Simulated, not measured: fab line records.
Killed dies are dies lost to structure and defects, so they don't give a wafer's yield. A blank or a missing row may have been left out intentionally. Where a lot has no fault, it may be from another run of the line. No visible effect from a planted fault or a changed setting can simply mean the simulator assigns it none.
fab line records ; flow nand-harc
record: lots: 5; wafers: 15; last-day: 24
route steps=1159 shown A_CHANNEL_HOLE_D1@480 A_CHANNEL_FILL_D1@490
lots that met no fault: from a run of the same line without faults
start-h: start of the lot's first displayed wafer, in hours after the record's first day ; wait-h: how many hours have passed since the lot's step before this one ; " repeats the value in the row above ; L1.1+2: a row that stands for several wafers ; - either no value or no given start ; * or withheld: withheld ; < > ~ a bound
route shown NAME@n: names a module that has steps shown in the file, with the first one's number in the route ; usual: mean/standard deviation taken from wafers without a fault ; same: alike in all rows ; chamber/n: place in a boat ; sites: readings site by site ; _std_site: the standard deviation of these ; _edge_site: the outer-site mean with the inner-site mean subtracted ; radius-mm: for every site, how far away it sits from the centre of the wafer ; mask NAME#n: copy n ; behind: the tool/chamber that last shaped the wafer ; hold: cause of the lot's hold/its duration in hours/its outcome ; device: transistor that didn't switch, given as n, p or np ; end of line: the same wafers' tests at the end of the route ; for a step that has no rows: nothing shown but its recipe ; killed: the dies lost at the first sort to structure and to defects; this is not the yield of the wafer ; map: dies across one wafer; x = killed, . = not, _ = none there
set.NAME: the setting the step ran with; set.NAME@STEP: the setting that earlier step ran with ; model.NAME: the simulator's own value behind a step, which no gauge read
lots at some steps of the route; a table a step, a row a wafer
services: when a tool's chamber went out of use (start-h, in hours from the record's first day, below 0 if earlier), for how many hours, and the reason
== steps ==
step: NHARC_A_CHANNEL_HOLE_D1_STRIP_41
recipe: n2-flow-sccm: 150; h2-flow-sccm: 150; ar-flow-sccm: 0; bias-w: 0; chemistry: N2/H2
step: NHARC_A_CHANNEL_HOLE_D1_STRIP_42
recipe: cf4-flow-sccm: 100; chf3-flow-sccm: 30; ar-flow-sccm: 0; bias-w: 0; chemistry: CF4/CHF3
step: NHARC_A_CHANNEL_HOLE_D1_STRIP_43
recipe: o2-flow-sccm: 400; cos-flow-sccm: 20; ar-flow-sccm: 0; bias-w: 0; chemistry: O2/COS
step: NHARC_A_CHANNEL_HOLE_D1_ETCH_44
recipe: target-depth-a: 1400; overetch-a: 140; time-s: 77; ion-energy-ev: 100; cf4-flow-sccm: 80; o2-flow-sccm: 20; ar-flow-sccm: 0; rf-w: 300; bias-w: 100; chemistry: CF4/O2
usual: drypump-motor-current-A: 5.7/0.45; oes-product-au: 1.000/0.0064; rf-vpp-V: 197.6/1.3; showerhead-plenum-p-Torr: 1.33/0.05; throttle-valve-pct: 13.396/0.0088
lot.wafer;tool;chamber;start-h;wait-h;drypump-motor-current-A;oes-product-au;rf-hours-counter-h;rf-vpp-V;showerhead-plenum-p-Torr;throttle-valve-pct
L496.4;rie-diel-05;3;200.76;0.1;6.4;1.005;2;197.6;1.35;13.408
L496.2;rie-diel-05;0;200.76;0.1;6.0;0.995;2;197.5;1.37;13.397
L496.5;rie-diel-05;0;200.76;0.1;5.9;0.998;-;197.8;1.37;13.397
L498.1;rie-diel-09;3;222.92;0.1;5.9;0.995;8;197.9;1.38;13.405
L498.5;rie-diel-09;3;222.92;0.1;5.9;0.999;-;200.3;1.38;13.397
L498.6;rie-diel-09;0;222.92;0.1;6.2;1.002;-;195.8;1.28;13.399
L507.4;rie-diel-09;2;276.51;0.1;4.7;0.995;1;197.3;1.27;13.398
L507.2;rie-diel-09;3;276.51;0.1;5.9;0.999;1;198.3;1.38;13.409
L507.6;rie-diel-09;1;276.51;0.1;6.0;0.990;-;199.5;1.36;13.387
L512.4;rie-diel-09;2;302.11;0.1;4.8;1.000;-;197.5;1.27;13.403
L512.5;rie-diel-09;3;302.11;0.1;5.9;1.001;-;199.0;1.37;13.387
L512.6;rie-diel-09;0;302.11;0.1;6.1;0.997;-;197.5;1.28;13.382
L514.4;rie-diel-09;1;321.68;0.1;6.0;1.009;3;199.8;1.36;13.398
L514.2;rie-diel-09;3;321.68;0.1;5.9;0.996;3;199.6;1.37;13.392
L514.6;rie-diel-09;0;321.68;0.1;6.2;0.993;-;196.5;1.28;13.400
step: NHARC_A_CHANNEL_HOLE_D1_STRIP_27
recipe: o2-flow-sccm: 500; ar-flow-sccm: 0; bias-w: 0; chemistry: O2
usual: drypump-motor-current-A: 5.7/0.46; oes-product-au: 0.999/0.0064; rf-vpp-V: 57.8/0.87; showerhead-plenum-p-Torr: 3.51/0.13; throttle-valve-pct: 17.036/0.0088
lot.wafer;tool;chamber;start-h;wait-h;drypump-motor-current-A;oes-product-au;rf-hours-counter-h;rf-vpp-V;showerhead-plenum-p-Torr;throttle-valve-pct
L496.4;rie-diel-05;0;-;-;6.0;0.991;3;57.5;3.61;17.036
L496.2;rie-diel-05;3;-;-;6.5;0.999;2;59.2;3.55;17.032
L496.5;rie-diel-05;1;-;-;5.8;0.990;-;57.6;3.43;17.016
L498.1;rie-diel-09;0;-;-;6.2;0.996;9;57.8;3.40;17.045
L498.6;rie-diel-09;3;-;-;5.9;1.003;-;60.2;3.63;17.037
L498.5;rie-diel-09;0;-;-;6.2;1.009;-;59.6;3.40;17.034
L507.2;rie-diel-09;0;-;-;6.2;0.994;1;57.8;3.40;17.035
L507.4;rie-diel-09;1;-;-;6.0;1.006;1;59.6;3.59;17.040
L507.6;rie-diel-09;1;-;-;6.0;1.004;-;58.6;3.59;17.026
L512.5;rie-diel-09;2;-;-;4.8;0.988;-;56.8;3.37;17.052
L512.4;rie-diel-09;3;-;-;5.9;0.989;-;58.0;3.63;17.007
L512.6;rie-diel-09;0;-;-;6.2;0.995;-;56.3;3.40;17.019
L514.2;rie-diel-09;1;-;-;6.0;1.000;3;57.3;3.59;17.031
L514.4;rie-diel-09;3;-;-;5.9;0.996;3;59.7;3.63;17.037
L514.6;rie-diel-09;1;-;-;6.0;0.989;-;56.6;3.59;17.040
step: NHARC_A_CHANNEL_HOLE_D1_PRECLEAN_28
recipe: time-s: *; temp-c: 50; bath-age-min: 0; chemistry: SC1
step: NHARC_A_CHANNEL_HOLE_D1_SRD_29
step: NHARC_A_CHANNEL_HOLE_D1_CD_MEAS_30
usual: cd-nm: 90.6/0.96
lot.wafer;tool;chamber;start-h;wait-h;cd-nm
L496.2;cd-sem-03;-;201.56;-;92.0
L496.4;cd-sem-03;-;201.56;-;91.7
L496.5;cd-sem-03;-;201.56;-;92.3
L498.1;cd-sem-02;-;223.72;-;90.0
L498.5;cd-sem-02;-;223.72;-;89.8
L498.6;cd-sem-02;-;223.72;-;90.2
L507.2;cd-sem-02;-;277.29;-;91.6
L507.4;cd-sem-02;-;277.29;-;89.9
L507.6;cd-sem-02;-;277.29;-;90.8
L512.4;cd-sem-01;-;303.00;-;89.8
L512.5;cd-sem-01;-;303.00;-;90.5
L512.6;cd-sem-01;-;303.00;-;90.5
L514.2;cd-sem-02;-;322.47;-;91.3
L514.4;cd-sem-02;-;322.47;-;91.5
L514.6;cd-sem-02;-;322.47;-;91.8
step: NHARC_A_CHANNEL_HOLE_D1_XSEM_31
recipe: landing-energy-ev: 35000
usual: bot-cd-nm: 75.2/1.1; bow-nm: 8.57/0.23; tilt-deg: 0.08/0.032
same: landing-energy-ev: 35000
lot.wafer;tool;chamber;start-h;wait-h;bot-cd-nm;bow-nm;tilt-deg
L496.2;xsem-01;0;201.64;0.1;76.2;8.43;0.10
L496.4;xsem-01;0;201.64;0.1;75.6;8.44;0.10
L496.5;xsem-01;0;201.64;0.1;76.2;8.38;0.10
L498.1;xsem-01;0;223.81;0.1;74.3;8.77;0.07
L498.5;xsem-01;0;223.81;0.1;73.7;8.83;0.07
L498.6;xsem-01;0;223.81;0.1;74.7;8.81;0.07
L507.2;xsem-02;0;277.38;0.1;76.8;8.64;0.02
L507.4;xsem-02;0;277.38;0.1;74.1;8.65;0.02
L507.6;xsem-02;0;277.38;0.1;76.2;8.64;0.02
L512.4;xsem-01;0;303.09;0.1;74.8;8.21;0.05
L512.5;xsem-01;0;303.09;0.1;75.2;8.27;0.05
L512.6;xsem-01;0;303.09;0.1;75.5;8.20;0.06
L514.2;xsem-02;0;322.57;0.1;76.1;8.69;0.06
L514.4;xsem-02;0;322.57;0.1;75.3;8.63;0.06
L514.6;xsem-02;0;322.57;0.1;75.4;8.76;0.06
step: NHARC_A_CHANNEL_HOLE_D1_INSPECT_40
usual: raw-defect-count: 62/17
lot.wafer;tool;chamber;start-h;wait-h;raw-defect-count
L496.2;defect-inspect-02;-;201.74;-;60
L496.4;defect-inspect-02;-;201.74;-;49
L496.5;defect-inspect-02;-;201.74;-;65
L498.1;defect-inspect-01;-;223.90;-;42
L498.5;defect-inspect-01;-;223.90;-;51
L498.6;defect-inspect-01;-;223.90;-;81
L507.2;defect-inspect-02;-;277.48;-;71
L507.4;defect-inspect-02;-;277.48;-;29
L507.6;defect-inspect-02;-;277.48;-;48
L512.4;defect-inspect-01;-;303.18;-;60
L512.5;defect-inspect-01;-;303.18;-;57
L512.6;defect-inspect-01;-;303.18;-;43
L514.2;defect-inspect-02;-;322.66;-;52
L514.4;defect-inspect-02;-;322.66;-;53
L514.6;defect-inspect-02;-;322.66;-;34
step: NHARC_A_CHANNEL_FILL_D1_PRECLEAN_00
recipe: time-s: *; temp-c: 50; bath-age-min: 0; chemistry: SC1
step: NHARC_A_CHANNEL_FILL_D1_SRD_01
step: NHARC_A_CHANNEL_FILL_D1_ALD_02
recipe: target-thk-a: 60; pulse-time-s: 10; ald-cycles: 60; temp-c: 300; material: SiO2
usual: heater-power-w: 442/45; precursor-pulse-height-rel: 0.997/0.021; susceptor-temp-C: 300.01/0.16
same: ald-cycles: 60
lot.wafer;tool;chamber;start-h;wait-h;heater-power-w;precursor-pulse-height-rel;susceptor-temp-C
L496.2;ald-hk-01;1;201.94;-;474;0.969;300.11
L496.4;ald-hk-01;3;201.94;-;474;0.985;300.03
L496.5;ald-hk-01;1;201.94;-;457;1.003;299.97
L498.1;ald-hk-04;0;224.24;-;404;1.047;299.86
L498.6;ald-hk-04;2;224.24;-;395;0.996;300.25
L498.5;ald-hk-04;3;224.24;-;516;1.007;300.13
L507.4;ald-hk-01;0;277.96;-;412;0.977;297.60
L507.2;ald-hk-01;1;277.96;-;491;1.001;299.70
L507.6;ald-hk-01;0;277.96;-;403;1.014;297.25
L512.4;ald-hk-02;2;303.38;-;523;0.955;-
L512.5;ald-hk-02;2;303.38;-;525;0.983;-
L512.6;ald-hk-02;3;303.38;-;415;1.002;-
L514.2;ald-hk-04;2;323.00;-;405;0.974;300.26
L514.4;ald-hk-04;3;323.00;-;512;0.992;300.20
L514.6;ald-hk-04;1;323.00;-;429;0.981;299.78
step: NHARC_A_CHANNEL_FILL_D1_ALD_03
recipe: target-thk-a: 60; pulse-time-s: 60; ald-cycles: 58; temp-c: 630; pressure-torr: 2; material: SiNx
usual: precursor-pulse-height-rel: 1.000/0.021; susceptor-temp-C: 630.01/0.26
same: ald-cycles: 58
lot.wafer;tool;chamber;start-h;wait-h;precursor-pulse-height-rel;susceptor-temp-C
L496.2;ald-sin-batch-03;0;-;-;1.002;-
L496.4;ald-sin-batch-03;0;-;-;1.033;-
L496.5;ald-sin-batch-03;0;-;-;1.019;-
L498.1;ald-sin-batch-02;0;-;-;0.964;630.36
L498.5;ald-sin-batch-02;0;-;-;1.002;630.46
L498.6;ald-sin-batch-02;0;-;-;1.008;629.98
L507.2;ald-sin-batch-01;0;-;-;1.007;629.86
L507.4;ald-sin-batch-01;0;-;-;0.975;629.83
L507.6;ald-sin-batch-01;0;-;-;0.983;629.84
L512.4;ald-sin-batch-03;0;-;-;1.012;629.84
L512.5;ald-sin-batch-03;0;-;-;0.983;630.11
L512.6;ald-sin-batch-03;0;-;-;1.005;629.69
L514.2;ald-sin-batch-01;0;-;-;1.022;-
L514.4;ald-sin-batch-01;0;-;-;1.012;-
L514.6;ald-sin-batch-01;0;-;-;1.003;-
== services ==
tool;chamber;start-h;hours;kind
rie-diel-09;0;184.14;-;clean
rie-diel-09;1;184.14;-;clean
rie-diel-09;2;184.14;-;clean
rie-diel-09;3;184.14;-;clean
ald-hk-04;-;189.57;10.0;pm
rie-diel-09;0;208.64;-;clean
rie-diel-09;1;208.64;-;clean
rie-diel-09;2;208.64;-;clean
rie-diel-09;3;208.64;-;clean
ald-sin-batch-02;-;216.23;2.5;repair
rie-diel-05;0;225.50;20.3;repair
rie-diel-09;0;233.14;-;clean
rie-diel-09;1;233.14;-;clean
rie-diel-09;2;233.14;-;clean
rie-diel-09;3;233.14;-;clean
rie-diel-09;-;254.10;9.0;pm
rie-diel-09;0;254.10;9.0;vent-cycle
rie-diel-09;1;254.10;9.0;vent-cycle
rie-diel-05;-;266.59;1.9;repair
ald-hk-02;-;282.70;10.0;pm
rie-diel-09;3;297.72;2.8;repair
xsem-02;-;302.00;14.0;pm
rie-diel-09;1;302.05;9.4;repair
ald-sin-batch-03;-;314.00;26.0;pm
== key ==
first-sign: step: NHARC_A_CHANNEL_FILL_D1_ALD_02; reading: susceptor-temp-C; direction: down; sigmas: 16; usual: *; struck: *
effect none on later readings
met-at NHARC_A_CHANNEL_FILL_D1_ALD_02
struck-wafers L507.4,L507.6
tester-left-out L507
fault: kind: process-parameter-drift; tool: ald-hk-01; chamber: 0; onset-h: 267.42; steps: NHARC_A_CHANNEL_FILL_D1_ALD_02; channel: temp-c; offset: *; shape: step; end-h: 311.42; acts-in: *; stated: *
tester-left-out: of these lots the tester's yield and bins aren't shown, on N5 and GAA mostly nor the transistor test; their killed dies are dies lost to structure and defects alone, not to doping, threshold or leakage, so they don't give the yield
